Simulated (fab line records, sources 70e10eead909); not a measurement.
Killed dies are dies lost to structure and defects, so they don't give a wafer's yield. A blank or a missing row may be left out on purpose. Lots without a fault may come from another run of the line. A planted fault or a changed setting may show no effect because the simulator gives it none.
A struck lot beside a sound one | flow nand_harc | 13 steps out of a route of 1302
Sound: wafers L789.3, L789.4, L789.6. Struck: wafer L795.2. (L795.1, L795.4 of the same lot were not struck and are left out.) The cause comes at the end.
At each step with rows: each side's tool, then ch and its chambers, then its first start. Under that, the readings that differ: sound wafers | struck wafers | difference of the means | sigmas: that difference in standard deviations of wafers without a fault.
alike: readings whose means differ by less than 2 such deviations, and words and numbers that are the same on both sides. not compared: withheld readings, readings that some wafer has no value for, bounds like >300 that may hide the same value, and numbers for which the record gives no deviation and whose values overlap.
The two part at a step that has a row with sigmas, a row that says differs or no value, or rows on one side only. Numbers that don't overlap but have no deviation are shown without sigmas and don't part them. A reading that every wafer of one side lacks parts them only if that side has two wafers or more.

first, 1 step without rows for these wafers: NHARC_A_WL_FILL_RTA_01 (time 5 s).
NHARC_A_WL_FILL_ALD_02: deposits TiN, target thk 2 nm, pulse time 3 s, ald cycles 100.
  sound on ald_metal-02 ch 1,3, day 23 17:02; struck on ald_metal-03 ch 1, day 26 12:35
  alike: heater_power_w, precursor_pulse_height_rel
  not compared: ald_cycles
NHARC_A_WL_FILL_CVD_03: deposits W, target thk 40 nm, time 279 s.
  sound on cvd_w-01 ch 1, day 23 17:40; struck on cvd_w-02 ch 0, day 26 13:01
  reading            | sound          | struck | difference | sigmas
  mfc_h2_sccm (sccm) | 1608 1596 1601 | 1591   | -11        | -2
  alike: heater_power_w, throttle_valve_pct
NHARC_A_WL_FILL_ETCHBACK_04: etches the open film in NF3, target depth 60 nm, time 120 s.
  sound on rie_metal-03 ch 0,1, day 23 18:13; struck on rie_metal-02 ch 0, day 26 13:23
  reading                        | sound                | struck | difference                   | sigmas
  chamber_pressure_mTorr (mTorr) | 299.71 300.17 300.28 | 299.10 | -0.95                        | -3
  rf_hours_counter_h (h)         | - - -                | 2.4    | no value on the sound wafers |
  alike: drypump_motor_current_A, oes_product_au
NHARC_A_WL_FILL_ETCHBACK_05: etches the open film in Cl2/BCl3, target depth 22 nm, time 60 s.
  sound on rie_metal-03 ch 0,1, day 23 18:25; struck on rie_metal-02 ch 1, day 26 13:38
  reading                | sound | struck | difference                   | sigmas
  rf_hours_counter_h (h) | - - - | 2.5    | no value on the sound wafers |
  alike: chamber_pressure_mTorr, drypump_motor_current_A, oes_product_au
then, 5 steps without rows for these wafers: NHARC_A_WL_FILL_STRIP_27 (strips in N2/H2, time 20 s); NHARC_A_WL_FILL_STRIP_28 (strips in post etch residue remover, time 1200 s); NHARC_A_WL_FILL_PRECLEAN_06 (cleans in DIW, time 300 s); NHARC_A_WL_FILL_SRD_07; NHARC_A_WL_FILL_ANNEAL_08 (time 1800 s).
NHARC_A_WL_FILL_ALD_10: deposits SiO2, target thk 50 nm, pulse time 10 s, ald cycles 500.
  sound on ald_hk-03 ch 0,2, day 23 23:49; struck on ald_hk-01 ch 0, day 26 23:31
  reading    | sound       | struck | difference | sigmas
  ald_cycles | 500 500 500 | 461    | -39        |
  alike: heater_power_w, precursor_pulse_height_rel
NHARC_A_WL_FILL_ETCHBACK_16: etches the open film in C4F8/O2/Ar, target depth 120 nm, time 24 s.
  sound on rie_diel-12 ch 0,1,3; struck on rie_diel-06 ch 3
  reading               | sound          | struck | difference | sigmas
  oes_product_au (a.u.) | 0.92 0.94 0.92 | 1.01   | +0.08      | +3
  alike: chamber_pressure_mTorr, rf_fwd_power_W, rf_vpp_V
  not compared: rf_hours_counter_h
then, 1 step without rows for these wafers: NHARC_END_SORT_01.

WHERE THEY PART
First at NHARC_A_WL_FILL_CVD_03; last, within this record, at NHARC_A_WL_FILL_ETCHBACK_16.

WHY: what the simulator had put in
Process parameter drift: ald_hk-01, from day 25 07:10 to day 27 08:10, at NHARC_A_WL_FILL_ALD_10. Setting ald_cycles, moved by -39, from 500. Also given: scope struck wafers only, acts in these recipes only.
